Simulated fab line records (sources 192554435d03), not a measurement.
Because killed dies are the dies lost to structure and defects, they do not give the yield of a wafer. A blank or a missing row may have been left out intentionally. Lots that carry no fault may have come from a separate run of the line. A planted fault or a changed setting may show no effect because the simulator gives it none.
Which tool is to blame? | flow n5-finfet | Sampling: 24 lots, 72 wafers, 6 of 1938 route steps

WHAT THE GAUGES READ, wafer by wafer
The record lacks any reading of a measuring or inspecting step that a usual standard deviation could be used to judge.

EACH LOT AND THE TOOL THAT RAN IT (in order: tool; ch and the chambers of the sampled wafers; start)
lot  | N5_BEOL_M4_ANNEAL_49         | N5_BEOL_M4_ANNEAL_80         | N5_BEOL_M4_ANNEAL_82         | N5_BEOL_M4_SPUTTER_86        | N5_BEOL_M4_SPUTTER_92        | N5_BEOL_M5_ETCH_75
L075 | pvd-sputter-02, day 7 17:36  | pvd-sputter-02, day 7 17:49  | pvd-sputter-02, day 7 18:02  | pvd-sputter-02, day 7 18:11  | pvd-sputter-02, day 7 18:50  | rie-diel-01 ch 1,2, day 8 00:43
L074 | pvd-sputter-02, day 7 20:25  | pvd-sputter-02, day 7 20:38  | pvd-sputter-02, day 7 20:51  | pvd-sputter-02, day 7 20:59  | pvd-sputter-02, day 7 21:39  | rie-diel-06 ch 0,3, day 8 05:17
L076 | pvd-sputter-02, day 7 23:25  | pvd-sputter-02, day 7 23:38  | pvd-sputter-02, day 7 23:51  | pvd-sputter-02, day 7 23:59  | pvd-sputter-02, day 8 00:39  | rie-diel-06 ch 0,2,3, day 8 07:20
L077 | pvd-sputter-01, day 8 14:42  | pvd-sputter-01, day 8 14:55  | pvd-sputter-01, day 8 15:08  | pvd-sputter-01, day 8 15:17  | pvd-sputter-01, day 8 15:56  | rie-diel-01 ch 1,2,3, day 8 21:45
L078 | pvd-sputter-03, day 8 15:07  | pvd-sputter-03, day 8 15:20  | pvd-sputter-03, day 8 15:33  | pvd-sputter-03, day 8 15:41  | pvd-sputter-03, day 8 16:21  | rie-diel-03 ch 1,3, day 8 23:12
L079 | pvd-sputter-01, day 8 21:38  | pvd-sputter-01, day 8 21:52  | pvd-sputter-01, day 8 22:05  | pvd-sputter-01, day 8 22:13  | pvd-sputter-01, day 8 22:53  | rie-diel-03 ch 2,3, day 9 08:36
L080 | pvd-sputter-02, day 9 07:38  | pvd-sputter-02, day 9 07:52  | pvd-sputter-02, day 9 08:05  | pvd-sputter-02, day 9 08:13  | pvd-sputter-02, day 9 08:53  | rie-diel-06 ch 0,1,2, day 9 15:26
L081 | pvd-sputter-01, day 9 15:55  | pvd-sputter-01, day 9 16:08  | pvd-sputter-01, day 9 16:22  | pvd-sputter-01, day 9 16:30  | pvd-sputter-01, day 9 17:10  | rie-diel-01 ch 0,3, day 10 00:27
L082 | pvd-sputter-01, day 9 17:46  | pvd-sputter-01, day 9 17:59  | pvd-sputter-01, day 9 18:12  | pvd-sputter-01, day 9 18:20  | pvd-sputter-01, day 9 19:00  | rie-diel-03 ch 0,2,3, day 10 00:38
L084 | pvd-sputter-01, day 9 22:22  | pvd-sputter-01, day 9 22:35  | pvd-sputter-01, day 9 22:48  | pvd-sputter-01, day 9 22:56  | pvd-sputter-01, day 9 23:36  | rie-diel-03 ch 0,1, day 10 06:07
L083 | pvd-sputter-01, day 10 00:12 | pvd-sputter-01, day 10 00:25 | pvd-sputter-01, day 10 00:38 | pvd-sputter-01, day 10 00:47 | pvd-sputter-01, day 10 01:26 | rie-diel-01 ch 0,2,3, day 10 10:56
L085 | pvd-sputter-01, day 10 08:40 | pvd-sputter-01, day 10 08:53 | pvd-sputter-01, day 10 09:07 | pvd-sputter-01, day 10 09:15 | pvd-sputter-01, day 10 09:55 | rie-diel-03 ch 0,1,3, day 10 17:40
L087 | pvd-sputter-03, day 11 06:49 | pvd-sputter-03, day 11 07:02 | pvd-sputter-03, day 11 07:16 | pvd-sputter-03, day 11 07:24 | pvd-sputter-03, day 11 08:04 | rie-diel-06 ch 0,1,3, day 11 13:02
L086 | pvd-sputter-02, day 11 08:55 | pvd-sputter-02, day 11 09:08 | pvd-sputter-02, day 11 09:22 | pvd-sputter-02, day 11 09:30 | pvd-sputter-02, day 11 10:10 | rie-diel-03 ch 1,2,3, day 11 20:31
L088 | pvd-sputter-01, day 11 11:48 | pvd-sputter-01, day 11 12:03 | pvd-sputter-01, day 11 12:18 | pvd-sputter-01, day 11 12:27 | pvd-sputter-01, day 11 13:12 | rie-diel-01 ch 0,1,3, day 11 20:57
L089 | pvd-sputter-02, day 12 07:50 | pvd-sputter-02, day 12 08:03 | pvd-sputter-02, day 12 08:16 | pvd-sputter-02, day 12 08:25 | pvd-sputter-02, day 12 09:04 | rie-diel-03 ch 1,2,3, day 12 16:11
L093 | pvd-sputter-01, day 12 09:20 | pvd-sputter-01, day 12 09:35 | pvd-sputter-01, day 12 09:49 | pvd-sputter-01, day 12 09:59 | pvd-sputter-01, day 12 10:43 | rie-diel-01 ch 0,1,2, day 12 17:14
L090 | pvd-sputter-02, day 12 09:40 | pvd-sputter-02, day 12 09:53 | pvd-sputter-02, day 12 10:07 | pvd-sputter-02, day 12 10:15 | pvd-sputter-02, day 12 10:55 | rie-diel-03 ch 0,1,2, day 12 16:47
L091 | pvd-sputter-02, day 12 12:50 | pvd-sputter-02, day 12 13:03 | pvd-sputter-02, day 12 13:16 | pvd-sputter-02, day 12 13:25 | pvd-sputter-02, day 12 14:04 | rie-diel-03 ch 0,1,2, day 13 02:44
L092 | pvd-sputter-03, day 12 14:14 | pvd-sputter-03, day 12 14:27 | pvd-sputter-03, day 12 14:40 | pvd-sputter-03, day 12 14:49 | pvd-sputter-03, day 12 15:28 | rie-diel-01 ch 0,1,2, day 13 06:25
L095 | pvd-sputter-02, day 13 11:48 | pvd-sputter-02, day 13 12:01 | pvd-sputter-02, day 13 12:14 | pvd-sputter-02, day 13 12:23 | pvd-sputter-02, day 13 13:02 | rie-diel-01 ch 0,2, day 13 18:10
L094 | pvd-sputter-01, day 13 16:46 | pvd-sputter-01, day 13 16:59 | pvd-sputter-01, day 13 17:12 | pvd-sputter-01, day 13 17:20 | pvd-sputter-01, day 13 18:00 | rie-diel-03 ch 0,1,2, day 14 00:53
L097 | pvd-sputter-02, day 13 22:13 | pvd-sputter-02, day 13 22:26 | pvd-sputter-02, day 13 22:40 | pvd-sputter-02, day 13 22:48 | pvd-sputter-02, day 13 23:28 | rie-diel-03 ch 0,2, day 14 07:40
L096 | pvd-sputter-02, day 14 05:47 | pvd-sputter-02, day 14 06:01 | pvd-sputter-02, day 14 06:14 | pvd-sputter-02, day 14 06:22 | pvd-sputter-02, day 14 07:02 | rie-diel-01 ch 0,1,2, day 14 13:32
- N5_BEOL_M4_ANNEAL_49: time 240 s.
- N5_BEOL_M4_ANNEAL_80: time 240 s.
- N5_BEOL_M4_ANNEAL_82: time 240 s.
- N5_BEOL_M4_SPUTTER_86: material Cu, target thk 4.5 nm, time 8.29 s.
- N5_BEOL_M4_SPUTTER_92: material Cu, target thk 4.5 nm, time 8.29 s.
- N5_BEOL_M5_ETCH_75: etches underlayer in N2/H2, target depth 6.5 nm, time 5.2 s.

AS READ BY THE TOOLS THEMSELVES (means over the sampled wafers that have a number; for cases with no such wafer, the mark the record gives instead)
N5_BEOL_M4_ANNEAL_49.
lot  | tool           | heater-power-w (W) | susceptor_temp_C_max
L075 | pvd-sputter-02 | 861                | 401.0
L074 | pvd-sputter-02 | 804                | 400.8
L076 | pvd-sputter-02 | 803                | 401.2
L077 | pvd-sputter-01 | 753                | 400.9
L078 | pvd-sputter-03 | 814                | 401.4
L079 | pvd-sputter-01 | 698                | 400.9
L080 | pvd-sputter-02 | 796                | 400.8
L081 | pvd-sputter-01 | 747                | 400.6
L082 | pvd-sputter-01 | 757                | 400.8
L084 | pvd-sputter-01 | 818                | 400.9
L083 | pvd-sputter-01 | 801                | 401.0
L085 | pvd-sputter-01 | 805                | 400.9
L087 | pvd-sputter-03 | 766                | 401.1
L086 | pvd-sputter-02 | 869                | 400.9
L088 | pvd-sputter-01 | 814                | 401.1
L089 | pvd-sputter-02 | 923                | 400.8
L093 | pvd-sputter-01 | 816                | 400.9
L090 | pvd-sputter-02 | 872                | 401.2
L091 | pvd-sputter-02 | 868                | 400.8
L092 | pvd-sputter-03 | 861                | 401.1
L095 | pvd-sputter-02 | 843                | 400.8
L094 | pvd-sputter-01 | 744                | 400.9
L097 | pvd-sputter-02 | 795                | 400.6
L096 | pvd-sputter-02 | 814                | 401.2

N5_BEOL_M4_ANNEAL_80.
lot  | tool           | heater-power-w (W) | susceptor_temp_C_max
L075 | pvd-sputter-02 | 861                | 400.97
L074 | pvd-sputter-02 | 799                | 400.88
L076 | pvd-sputter-02 | 807                | 401.05
L077 | pvd-sputter-01 | 752                | 400.93
L078 | pvd-sputter-03 | 810                | 401.22
L079 | pvd-sputter-01 | 696                | 400.72
L080 | pvd-sputter-02 | 793                | 401.13
L081 | pvd-sputter-01 | 761                | 401.02
L082 | pvd-sputter-01 | 758                | 401.04
L084 | pvd-sputter-01 | 814                | 400.88
L083 | pvd-sputter-01 | 811                | 400.93
L085 | pvd-sputter-01 | 801                | 400.50
L087 | pvd-sputter-03 | 756                | 400.94
L086 | pvd-sputter-02 | 856                | 400.95
L088 | pvd-sputter-01 | 799                | 400.87
L089 | pvd-sputter-02 | 917                | 400.79
L093 | pvd-sputter-01 | 804                | 400.83
L090 | pvd-sputter-02 | 857                | 401.01
L091 | pvd-sputter-02 | 858                | 400.78
L092 | pvd-sputter-03 | 863                | 400.95
L095 | pvd-sputter-02 | 862                | 400.98
L094 | pvd-sputter-01 | 763                | 400.82
L097 | pvd-sputter-02 | 795                | 401.07
L096 | pvd-sputter-02 | 800                | 400.98

N5_BEOL_M4_ANNEAL_82.
lot  | tool           | heater-power-w (W) | susceptor_temp_C_max
L075 | pvd-sputter-02 | 850                | 401.2
L074 | pvd-sputter-02 | 797                | 400.9
L076 | pvd-sputter-02 | 797                | 401.0
L077 | pvd-sputter-01 | 752                | 401.0
L078 | pvd-sputter-03 | 794                | 401.2
L079 | pvd-sputter-01 | 693                | 400.8
L080 | pvd-sputter-02 | 806                | 400.5
L081 | pvd-sputter-01 | 742                | 400.7
L082 | pvd-sputter-01 | 739                | 400.8
L084 | pvd-sputter-01 | 807                | 401.1
L083 | pvd-sputter-01 | 815                | 400.7
L085 | pvd-sputter-01 | 808                | 400.6
L087 | pvd-sputter-03 | 762                | 401.3
L086 | pvd-sputter-02 | 866                | 401.3
L088 | pvd-sputter-01 | 808                | 400.8
L089 | pvd-sputter-02 | 917                | 400.8
L093 | pvd-sputter-01 | 808                | 400.7
L090 | pvd-sputter-02 | 857                | 401.1
L091 | pvd-sputter-02 | 865                | 401.0
L092 | pvd-sputter-03 | 864                | 401.4
L095 | pvd-sputter-02 | 867                | 400.8
L094 | pvd-sputter-01 | 748                | 401.2
L097 | pvd-sputter-02 | 802                | 400.8
L096 | pvd-sputter-02 | 812                | 401.1

N5_BEOL_M4_SPUTTER_86.
lot  | tool           | throttle-valve-pct (%)
L075 | pvd-sputter-02 | 30.1
L074 | pvd-sputter-02 | 30.4
L076 | pvd-sputter-02 | 30.0
L077 | pvd-sputter-01 | 31.1
L078 | pvd-sputter-03 | 29.8
L079 | pvd-sputter-01 | 31.0
L080 | pvd-sputter-02 | 30.7
L081 | pvd-sputter-01 | 30.7
L082 | pvd-sputter-01 | 30.5
L084 | pvd-sputter-01 | 30.3
L083 | pvd-sputter-01 | 30.3
L085 | pvd-sputter-01 | 29.9
L087 | pvd-sputter-03 | 30.4
L086 | pvd-sputter-02 | 30.0
L088 | pvd-sputter-01 | 30.4
L089 | pvd-sputter-02 | 30.0
L093 | pvd-sputter-01 | 30.8
L090 | pvd-sputter-02 | 30.1
L091 | pvd-sputter-02 | 30.4
L092 | pvd-sputter-03 | 29.3
L095 | pvd-sputter-02 | 30.4
L094 | pvd-sputter-01 | 30.4
L097 | pvd-sputter-02 | 30.8
L096 | pvd-sputter-02 | 30.3

N5_BEOL_M4_SPUTTER_92.
lot  | tool           | throttle-valve-pct (%)
L075 | pvd-sputter-02 | 30.1
L074 | pvd-sputter-02 | 30.3
L076 | pvd-sputter-02 | 30.0
L077 | pvd-sputter-01 | 30.9
L078 | pvd-sputter-03 | 29.9
L079 | pvd-sputter-01 | 30.8
L080 | pvd-sputter-02 | 30.8
L081 | pvd-sputter-01 | 30.7
L082 | pvd-sputter-01 | 30.3
L084 | pvd-sputter-01 | 30.3
L083 | pvd-sputter-01 | 30.3
L085 | pvd-sputter-01 | 29.8
L087 | pvd-sputter-03 | 30.4
L086 | pvd-sputter-02 | 30.4
L088 | pvd-sputter-01 | 30.4
L089 | pvd-sputter-02 | 29.8
L093 | pvd-sputter-01 | 30.8
L090 | pvd-sputter-02 | 30.2
L091 | pvd-sputter-02 | 30.4
L092 | pvd-sputter-03 | 29.4
L095 | pvd-sputter-02 | 30.4
L094 | pvd-sputter-01 | 30.3
L097 | pvd-sputter-02 | 30.6
L096 | pvd-sputter-02 | 30.5

N5_BEOL_M5_ETCH_75.
lot  | tool        | drypump-motor-current-A (A) | etch-rf-on-time-s (s) | oes-product-au (a.u.) | rf-vpp-V (V) | showerhead-plenum-p-Torr (Torr) | throttle-valve-pct (%)
L075 | rie-diel-01 | 5.2                         | 5.17                  | 0.64                  | 526.1        | 2.61                            | 17.80
L074 | rie-diel-06 | 6.1                         | 5.25                  | 0.66                  | 523.3        | 2.49                            | 17.87
L076 | rie-diel-06 | 5.7                         | 5.21                  | 0.69                  | 524.1        | 2.52                            | 17.69
L077 | rie-diel-01 | 5.6                         | 5.23                  | 0.64                  | 524.4        | 2.54                            | 17.92
L078 | rie-diel-03 | 5.5                         | 5.23                  | 0.65                  | 525.7        | 2.62                            | 17.94
L079 | rie-diel-03 | 5.8                         | 5.18                  | 0.59                  | 524.7        | 2.58                            | 18.04
L080 | rie-diel-06 | 5.4                         | 5.23                  | 0.67                  | 522.0        | 2.47                            | 17.72
L081 | rie-diel-01 | 5.4                         | 5.15                  | 0.64                  | 522.7        | 2.50                            | 18.12
L082 | rie-diel-03 | 6.2                         | 5.21                  | 0.67                  | 524.5        | 2.58                            | 17.88
L084 | rie-diel-03 | 6.0                         | 5.29                  | 0.78                  | 525.0        | 2.60                            | 17.64
L083 | rie-diel-01 | 5.7                         | 5.11                  | 0.65                  | 521.7        | 2.51                            | 18.03
L085 | rie-diel-03 | 5.9                         | 5.24                  | 0.70                  | 525.8        | 2.61                            | 17.81
L087 | rie-diel-06 | 5.7                         | 5.26                  | 0.64                  | 523.8        | 2.52                            | 17.84
L086 | rie-diel-03 | 5.9                         | 5.14                  | 0.71                  | 524.6        | 2.57                            | 17.80
L088 | rie-diel-01 | 5.3                         | 5.21                  | 0.62                  | 523.2        | 2.53                            | 18.06
L089 | rie-diel-03 | 5.9                         | 5.24                  | 0.69                  | 524.0        | 2.56                            | 17.80
L093 | rie-diel-01 | 5.3                         | 5.11                  | 0.64                  | 524.7        | 2.56                            | 17.97
L090 | rie-diel-03 | 6.3                         | 5.19                  | 0.76                  | 523.7        | 2.56                            | 17.65
L091 | rie-diel-03 | 6.3                         | 5.21                  | 0.76                  | 524.7        | 2.56                            | 17.65
L092 | rie-diel-01 | 5.4                         | 5.10                  | 0.63                  | 524.3        | 2.56                            | 17.99
L095 | rie-diel-01 | 5.5                         | 5.03                  | 0.64                  | 523.0        | 2.53                            | 18.07
L094 | rie-diel-03 | 6.3                         | 5.18                  | 0.75                  | 524.0        | 2.55                            | 17.64
L097 | rie-diel-03 | 6.6                         | 5.05                  | 0.77                  | 524.2        | 2.52                            | 17.63
L096 | rie-diel-01 | 5.4                         | 5.02                  | 0.63                  | 524.0        | 2.56                            | 18.00

THE ANSWER, worked out from the rows above alone
Rule: the lots themselves supply what counts as usual. The widest of any qualifying gaps counts: lots, ordered by their means at a reading, are off when they make up no more than a third of the lots, leave a main group of 4 or more, and stand apart from it by 3 or more times the standard deviation of that group's means. The tables above print the reading to a certain number of digits; a main group whose means all agree to those digits is not used. Also off: a lot with no number at a reading for which 4 or more lots have one. Any other lot the step has rows for is counted as sound. The gauges are gone through in route order, then the tools' own readings, and for those a lot's mean is taken as printed above. The first step at which some lot is off is used, and at that step the reading that is off furthest; a lot without a number counts as furthest.
Nothing can be told from this: no lot is off at any reading shown.

WHAT WAS PUT IN BY THE SIMULATOR
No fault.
